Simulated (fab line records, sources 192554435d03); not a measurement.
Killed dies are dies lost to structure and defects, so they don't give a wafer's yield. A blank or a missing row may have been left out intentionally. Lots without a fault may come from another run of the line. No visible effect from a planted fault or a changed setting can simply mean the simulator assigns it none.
fab line records :: flow n5-finfet
record:
  lots: 3
  wafers: 9
  last-day: 17
route steps=1938 shown BEOL_M7@1317 BEOL_M8@1332 PASSIVATION@1936
lots that met no fault: taken from a fault-free run of the same line
start-h: start of the lot's first displayed wafer, in hours after the record's first day :: wait-h: hours since the lot's step before :: " same as the row above :: L1.1+2: one row covering several wafers at once :: - no value present, or no start provided :: * or withheld: withheld :: < > ~ a bound
route shown NAME@n: a module of which the file shows steps, and the number in the route of the first :: usual: average and standard deviation across the fault-free wafers :: same: alike in all rows :: chamber/n: place in a boat :: sites: each site's reading :: _std_site: their standard deviation :: _edge_site: inner sites' mean taken away from outer sites' mean :: radius-mm: for every site, how far away it sits from the centre of the wafer :: mask NAME#n: copy n :: behind: the last tool/chamber to shape the wafer :: hold: why the lot went on hold/how many hours it stayed there/how the hold came to an end :: device: the transistor (n, p or np) that didn't switch :: end of line: the same wafers' tests at the end of the route :: a step without rows: its recipe alone :: killed: the dies lost at the first sort to structure and to defects; this is not the yield of the wafer :: map: a wafer's dies, marking killed ones x, the rest . and places with no die _
set.NAME: the setting that was run; set.NAME@STEP: the one run at that earlier step :: model.NAME: the simulator's own value behind a step, which no gauge read
lots at selected steps of the route; one table per step, one row per wafer
services: the hour from which a tool's chamber was out of use, counted from the record's first day as start-h (under 0 if before that day), plus the number of hours and why
== steps ==
step: N5_BEOL_M7_CURE_75
recipe:
  temp-c: 370
  time-s: 120
  ambient: DMADMS/He
  material: SiCOH_lowk
step: N5_BEOL_M7_DEGAS_44
recipe:
  ambient: vacuum
  temp-c: 250
  time-s: 60
step: N5_BEOL_M7_PRE_CLEAN_45
recipe:
  gas: H2/He
  time-s: 30
  temp-c: 250
step: N5_BEOL_M7_ALD_77
recipe:
  material: TaN
  target-thk-a: 20
  temp-c: 275
  ald-precursor-family: PDMAT
  ald-co-reactant: NH3
  pressure-torr: 3
  carrier-flow-sccm: 1500
  pulse-time-s: 2
  purge-time-s: 3
  co-reactant-purge-time-s: 2
  co-reactant-pulse-time-s: 3
  ald-cycles: 40
  precursor-vessel-temp-c: 75
  precursor-vessel-pressure-torr: 26.25
  precursor-vessel-carrier-sccm: 1000
step: N5_BEOL_M7_SURFACE_TREAT_79
recipe:
  gas: Ar
  time-s: *
  ion-energy-ev: *
  ion-current-ma-cm2: 0.5
  pressure-mtorr: *
  ar-flow-sccm: 30
step: N5_BEOL_M7_CVD_78
recipe:
  material: Co
  target-thk-a: 20
  temp-c: withheld
  precursor: CCTBA/H2
  pressure-torr: 30
  time-s: 142.3
step: N5_BEOL_M7_SPUTTER_48
recipe:
  material: Cu
  target-thk-a: 100
  temp-c: -20
  bias-v: 60
  power-w: 26000
  chamber-pressure-pa: 0.13
  time-s: 1.667
step: N5_BEOL_M7_ECD_50
recipe:
  material: Cu
  target-thk-a: 3000
step: N5_BEOL_M7_ANNEAL_51
recipe:
  temp-c: 225
  time-s: 90
  ambient: N2
step: N5_BEOL_M7_CMP_52
recipe:
  stop-on: SiCOH_lowk
  t-overpolish-s: 6.9
  down-force-psi: 1
  platen-rpm: 50
  clearing-platen-down-force-psi: 1.5
  clearing-platen-rpm: 50
  post-cmp-clean: cu-alkaline
  target-thk-nm: 80
  clearing-platen-pad-velocity-m-s: 0.99484
  pad-velocity-m-s: 0.99484
step: N5_BEOL_M7_PRE_CLEAN_55
recipe:
  gas: NH3
  time-s: 15
  temp-c: withheld
  rf-power-w: 300
lot.wafer: L620.1
tool: pecvd-01
chamber: 1
start-h: 269.07
wait-h: 0.0
since-wet-clean-h: 1698

lot.wafer: L620.3
tool: pecvd-01
chamber: 0
start-h: 269.07
wait-h: 0.0
since-wet-clean-h: 529

lot.wafer: L620.5
tool: pecvd-01
chamber: 1
start-h: 269.07
wait-h: 0.0
since-wet-clean-h: -

lot.wafer: L624.1
tool: pecvd-01
chamber: 2
start-h: 305.57
wait-h: 0.0
since-wet-clean-h: 255

lot.wafer: L624.3
tool: pecvd-01
chamber: 1
start-h: 305.57
wait-h: 0.0
since-wet-clean-h: 1734

lot.wafer: L624.4
tool: pecvd-01
chamber: 0
start-h: 305.57
wait-h: 0.0
since-wet-clean-h: -

lot.wafer: L631.2
tool: pecvd-04
chamber: 0
start-h: 337.76
wait-h: 0.0
since-wet-clean-h: 860

lot.wafer: L631.5
tool: pecvd-04
chamber: 0
start-h: 337.76
wait-h: 0.0
since-wet-clean-h: -

lot.wafer: L631.6
tool: pecvd-04
chamber: 1
start-h: 337.76
wait-h: 0.0
since-wet-clean-h: -
step: N5_BEOL_M7_DEP_56
recipe:
  material: SiCN
  target-thk-a: 100
  temp-c: withheld
  precursor: 3MS/NH3
  pressure-torr: 3
  rf-w: 202
  time-s: 17.5
step: N5_BEOL_M7_INSPECT_58
recipe:
  inspect-instrument: darkfield
  mode: post-dep
usual:
  raw-defect-count: 72/24
lot.wafer: L620.1
tool: defect-inspect-02
chamber: -
start-h: 269.19
wait-h: 0.0
raw-defect-count: 96

lot.wafer: L620.3
tool: defect-inspect-02
chamber: -
start-h: 269.19
wait-h: 0.0
raw-defect-count: 63

lot.wafer: L620.5
tool: defect-inspect-02
chamber: -
start-h: 269.19
wait-h: 0.0
raw-defect-count: 65

lot.wafer: L624.1
tool: defect-inspect-01
chamber: -
start-h: 305.69
wait-h: 0.0
raw-defect-count: 60

lot.wafer: L624.3
tool: defect-inspect-01
chamber: -
start-h: 305.69
wait-h: 0.0
raw-defect-count: 81

lot.wafer: L624.4
tool: defect-inspect-01
chamber: -
start-h: 305.69
wait-h: 0.0
raw-defect-count: 487

lot.wafer: L631.2
tool: defect-inspect-01
chamber: -
start-h: 337.88
wait-h: 0.0
raw-defect-count: 45

lot.wafer: L631.5
tool: defect-inspect-01
chamber: -
start-h: 337.88
wait-h: 0.0
raw-defect-count: 79

lot.wafer: L631.6
tool: defect-inspect-01
chamber: -
start-h: 337.88
wait-h: 0.0
raw-defect-count: 61
step: N5_BEOL_M8_ILD_DEP_00
recipe:
  material: SiCOH_lowk
  target-thk-a: 1797.5
  temp-c: 300
  precursor: DEMS/porogen
  pressure-torr: 5
  rf-w: 500
  time-s: 33.4
step: N5_BEOL_M8_CURE_74
recipe:
  temp-c: 385
  time-s: 240
  ambient: He/Ar
  material: SiCOH_lowk
step: N5_BEOL_M8_PECVD_70
recipe:
  material: SiO2
  target-thk-a: 200
  temp-c: 400
  precursor: TEOS/O2
  pressure-torr: 5.5
  rf-w: 450
  teos-flow-sccm: 53.8
  gas: O2
  flow-sccm: 3000
  time-s: 22.7
step: N5_BEOL_M8_HM_DEP_02
recipe:
  material: TiN
  target-thk-a: 200
  temp-c: 25
  chamber-pressure-pa: 0.49996
step: N5_BEOL_M8_COAT_59
recipe:
  resist: SOC
  temp-c: 250
  time-s: 60
  spin-rpm: 1500
  resist-thk-nm: 100
step: N5_BEOL_M8_COAT_60
recipe:
  resist: SiARC
  temp-c: 220
  time-s: 60
  spin-rpm: 1500
  resist-thk-nm: 35
step: N5_BEOL_M8_COAT_05
recipe:
  resist: CAR-ArF
  spin-rpm: 1500
  resist-thk-nm: 90
step: N5_BEOL_M8_EBR_07
recipe:
  solvent: PGMEA
  ebr-width-mm: 1.5
step: N5_BEOL_M8_SOFTBAKE_06
recipe:
  temp-c: 110
  time-s: 60
  resist: CAR-ArF
step: N5_BEOL_M8_EXPOSE_08
recipe:
  mask-id: M8
  na: 1.35
  source-shape: dipole
  sigma-inner: 0.817
  sigma-outer: 0.97
  polarization: te
  dose-mj: 68.25
step: N5_BEOL_M8_PEB_09
recipe:
  peb-temp-c: withheld
  peb-time-s: 60
  resist: CAR-ArF
step: N5_BEOL_M8_DEVELOP_10
recipe:
  develop-time-s: 30
  developer: TMAH
  resist: CAR-ArF
  rinse-liquid: diw
  dry: air-spin
  dev-temp-c: 23
step: N5_BEOL_M8_INSPECT_13
recipe:
  mode: adi
  inspect-instrument: brightfield
usual:
  raw-defect-count: 400/100
lot.wafer: L620.1
tool: defect-inspect-02
chamber: -
start-h: 270.45
wait-h: 0.0
raw-defect-count: 365

lot.wafer: L620.3
tool: defect-inspect-02
chamber: -
start-h: 270.45
wait-h: 0.0
raw-defect-count: 388

lot.wafer: L620.5
tool: defect-inspect-02
chamber: -
start-h: 270.45
wait-h: 0.0
raw-defect-count: 509

lot.wafer: L624.1
tool: defect-inspect-02
chamber: -
start-h: 309.38
wait-h: 0.0
raw-defect-count: 473

lot.wafer: L624.3
tool: defect-inspect-02
chamber: -
start-h: 309.38
wait-h: 0.0
raw-defect-count: 472

lot.wafer: L624.4
tool: defect-inspect-02
chamber: -
start-h: 309.38
wait-h: 0.0
raw-defect-count: 906

lot.wafer: L631.2
tool: defect-inspect-02
chamber: -
start-h: 340.90
wait-h: 0.0
raw-defect-count: 342

lot.wafer: L631.5
tool: defect-inspect-02
chamber: -
start-h: 340.90
wait-h: 0.0
raw-defect-count: 372

lot.wafer: L631.6
tool: defect-inspect-02
chamber: -
start-h: 340.90
wait-h: 0.0
raw-defect-count: 415
step: N5_BEOL_M8_DESCUM_16
recipe:
  chemistry: O2
  time-s: 7.9
  source-power-w: 50
  bias-power-w: 20
  pressure-mtorr: 20
  rf-frequency-hz: 2.712e+07
  temp-c: 40
  resist: CAR-ArF
  o2-flow-sccm: 225
step: N5_BEOL_M8_ETCH_61
recipe:
  chemistry: CF4
  target: SiARC
  target-depth-a: 455
  mask-material: CAR-ArF
  time-s: 75.8
  ion-energy-ev: 80
  pressure-mtorr: 40
  source-w: 545
  bias-w: 36
  Ar_flow_sccm: 100
  cf4-flow-sccm: 100
  ends: cleared
step: N5_BEOL_M8_ETCH_62
recipe:
  chemistry: N2/H2
  target: SOC
  target-depth-a: 1100
  overetch-a: 220
  mask-material: SiARC
  temp-c: 40
  time-s: 165
  ion-energy-ev: 200
  pressure-mtorr: 30
  source-w: 840
  bias-w: 150
  n2-flow-sccm: 200
  h2-flow-sccm: 200
step: N5_BEOL_M8_STRIP_68
recipe:
  chemistry: N2/H2
  temp-c: 40
  n2-flow-sccm: 200
  h2-flow-sccm: 200
  rf-frequency-hz: 6e+07
step: N5_BEOL_M8_STRIP_67
recipe:
  chemistry: CF4
  resist: SiARC
  power-w: 300
  bias-power-w: 75
  pressure-mtorr: 50
  cf4-flow-sccm: 150
  rf-frequency-hz: 6e+07
step: N5_BEOL_M8_HM_OPEN_17
recipe:
  chemistry: Cl2/BCl3
  target-depth-a: 200
  overetch-a: 60
  target: TiN
  mask-material: SOC
  ion-energy-ev: 150
  pressure-mtorr: 10
  icp-w: 1000
  bias-w: 126
  Cl2_flow_sccm: 53.25
  bcl3-flow-sccm: 21.75
  Ar_flow_sccm: 25
step: N5_BEOL_M8_STRIP_19
recipe:
  chemistry: O2
  power-w: 400
  temp-c: 40
  pressure-mtorr: 30
  rf-frequency-hz: 6e+07
  bias-power-w: 0
  overash-fraction: 0.2
  o2-flow-sccm: 225
step: N5_BEOL_M8_COAT_63
recipe:
  resist: SOC
  temp-c: 250
  time-s: 60
  spin-rpm: 1500
  resist-thk-nm: 60
step: N5_BEOL_M8_COAT_64
recipe:
  resist: SiARC
  temp-c: 220
  time-s: 60
  spin-rpm: 1500
  resist-thk-nm: 12
step: N5_BEOL_M8_INSPECT_30
recipe:
  mode: adi
  inspect-instrument: brightfield
usual:
  raw-defect-count: 403/110
lot.wafer: L620.1
tool: defect-inspect-02
chamber: -
start-h: 271.50
wait-h: 0.1
raw-defect-count: 359

lot.wafer: L620.3
tool: defect-inspect-02
chamber: -
start-h: 271.50
wait-h: 0.1
raw-defect-count: 369

lot.wafer: L620.5
tool: defect-inspect-02
chamber: -
start-h: 271.50
wait-h: 0.1
raw-defect-count: 468

lot.wafer: L624.1
tool: defect-inspect-02
chamber: -
start-h: 311.93
wait-h: 0.1
raw-defect-count: 466

lot.wafer: L624.3
tool: defect-inspect-02
chamber: -
start-h: 311.93
wait-h: 0.1
raw-defect-count: 486

lot.wafer: L624.4
tool: defect-inspect-02
chamber: -
start-h: 311.93
wait-h: 0.1
raw-defect-count: 916

lot.wafer: L631.2
tool: defect-inspect-02
chamber: -
start-h: 344.59
wait-h: 0.0
raw-defect-count: 353

lot.wafer: L631.5
tool: defect-inspect-02
chamber: -
start-h: 344.59
wait-h: 0.0
raw-defect-count: 374

lot.wafer: L631.6
tool: defect-inspect-02
chamber: -
start-h: 344.59
wait-h: 0.0
raw-defect-count: 402
step: N5_PASSIVATION_PROBE_49
usual:
  defect-limited-yield: 91.2/1.5
  killed_at_M0_to_M3: 36/10
  killed_at_M4_up: 13/6
  killed-at-contacts: 11/5.2
  killed-at-front-end: 40/11
  killed-at-other: 3.1/2.9
  killed-dies: 104/17
  killed-open: 66/12
  killed-short: 34/7.7
  sort_bin_5_function: 5.1/0.91
  sort_bin_6_memory: 3.2/0.67
  sort-n-pass: 1076/17
  sort-yield-pct: 91.2/1.5
same:
  gross-dies: 1180
  killed-at-back-side: 0
  sort_bin_4_leakage[%]: 0
  sort_bin_8_speed[%]: 0
lot.wafer: L624.4
tool: prober-01
chamber: -
start-h: 380.30
wait-h: 0.2
defect-limited-yield[%]: 80.3
killed_at_M0_to_M3: 51
killed_at_M4_up: 128
killed-at-contacts: 17
killed-at-front-end: 35
killed-at-other: 2
killed-dies: 233
killed-open: 69
killed-short: 39
sort_bin_5_function[%]: 11.0
sort_bin_6_memory[%]: 6.2
sort-n-pass: 947
sort-yield-pct[%]: 80.3
killed by level:class
L624.4 BEOL_M7:unspecified=116 BEOL_M0_SAQP:geometric-particle:short=16 MOL_CONTACT_COAG:geometric-particle:open=12 BEOL_M0_SAQP:geometric-particle:open=12 STI_FIN_REVEAL:geometric-particle:open=9 BEOL_M3:geometric-particle:open=6 HKMG_FIN:area-etch=5 FIN_SAQP:geometric-particle:short=4
map L624.4 (x killed, . not)
_________________...x.....x..________________
______________......x.x..x...xx._____________
___________........................__________
__________........x.....x........x.._________
________......x..................x...._______
_______...x..x.....................x..x______
______..xx.x...................x........_____
_____................x..............x....____
____.............x.....x.......x.........x___
___......x...................xxx....x....x.__
___.....x................x.xx.....x........__
__........x..............xxx.x.............._
__..............x.x....xxxxxxxxx....x....x.._
_...........x..x...x..xxxxxxxxx..........x...
_...............x..x..xxxxxxxxxxxx..........x
_................x...xxxxxxxxxxxx............
_x....x........x..xxx.xxxxxxxxxxxx..x.......x
_x.......x.x........xxxxxxxxxxxx.xx....x.....
_.................x.xxxxxxxxxxxxxx.....x.....
_........x..x.......xxxxxxxxxxx..........x.x.
_x...........x.......xxxxxxxxxxx...x........x
__.........x.x........xx..xxx....x.xx..x...x_
__...........x...........x..x...x.....x...x._
___..................xx.......x............__
___x.............................x.........__
____.x.x...................x.x........x.x.___
_____.......x........x.........x....x....____
______.........x........................_____
_______xx..x.......xx........x...x.....______
________.x...x.................x......_______
__________.........................._________
___________....x...............x.x.__________
______________x.x........x.....x_____________
_________________......x...x.________________
map L620.5 (x killed, . not)
_________________..xx.x......________________
______________.................._____________
___________.........x....x.........__________
__________................x........._________
________...xx........................._______
_______.....x..........................______
______..................x..x............_____
_____.........x...x.....x................____
____............x..xx...................x.___
___........................................__
___........x.............x............x..xx__
__...x....................................x._
__..........xx.x.x............x....x...x..x._
_....x........x.................x............
_..x.x..x......................x.............
_..x.........................................
_x.............x.x....xx.....................
_.....x..............x.......xx........x.....
_.x....x.x..x.............x.........x..x..x..
_...........................x................
_...xx..............x.....x.........x........
__.............x.....x..........xx.........._
__.x...x.................xxx................_
___.........x........x....x...x..x.........__
___........x.....x........x.x..............__
____.....x.x....x......................x..___
_____..x...x..........x........x........x____
______.x......x...............x........._____
_______......x...........x......x......______
________.............x...x.....x......_______
__________.........................._________
___________.......x.....x..........__________
______________.......x...x......_____________
_________________x...........________________
== services ==
tool: pecvd-04
chamber: 2
start-h: 246.07
hours: 5.5
kind: scheduled-down

tool: pecvd-04
chamber: 2
start-h: 251.58
hours: -
kind: clean

tool: pecvd-04
chamber: 2
start-h: 251.58
hours: -
kind: consumable-replace:showerhead

tool: pecvd-04
chamber: 2
start-h: 251.58
hours: 29.0
kind: scheduled-down

tool: pecvd-04
chamber: 2
start-h: 251.58
hours: 29.0
kind: vent-cycle

tool: pecvd-01
chamber: -
start-h: 318.31
hours: 6.0
kind: pm
== key ==
first-sign:
  step: N5_BEOL_M7_INSPECT_58
  reading: raw-defect-count
  direction: up
  sigmas: 17
  usual: 72
  struck: 487
effect:
  step: N5_BEOL_M8_INSPECT_13
  reading: raw-defect-count
  direction: up
  sigmas: 5
  usual: 400
  struck: 906
effect:
  step: N5_BEOL_M8_INSPECT_30
  reading: raw-defect-count
  direction: up
  sigmas: 4.7
  usual: 403
  struck: 916
effect:
  step: N5_PASSIVATION_PROBE_49
  reading: killed_at_M4_up
  direction: up
  sigmas: 19
  usual: 13
  struck: 128
more-kills-born-at:
  N5_BEOL_M7_PRE_CLEAN_55@pecvd-01: 116
met-at N5_BEOL_M7_PRE_CLEAN_55
struck-wafers L624.4
onset-between 269.07 305.57
fault:
  kind: chamber-particle-source
  tool: pecvd-01
  chamber: 0
  onset-h: 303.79
  steps: N5_BEOL_M7_PRE_CLEAN_55
  rate-per-visit-cm2: 0.64584
  end-h: 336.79
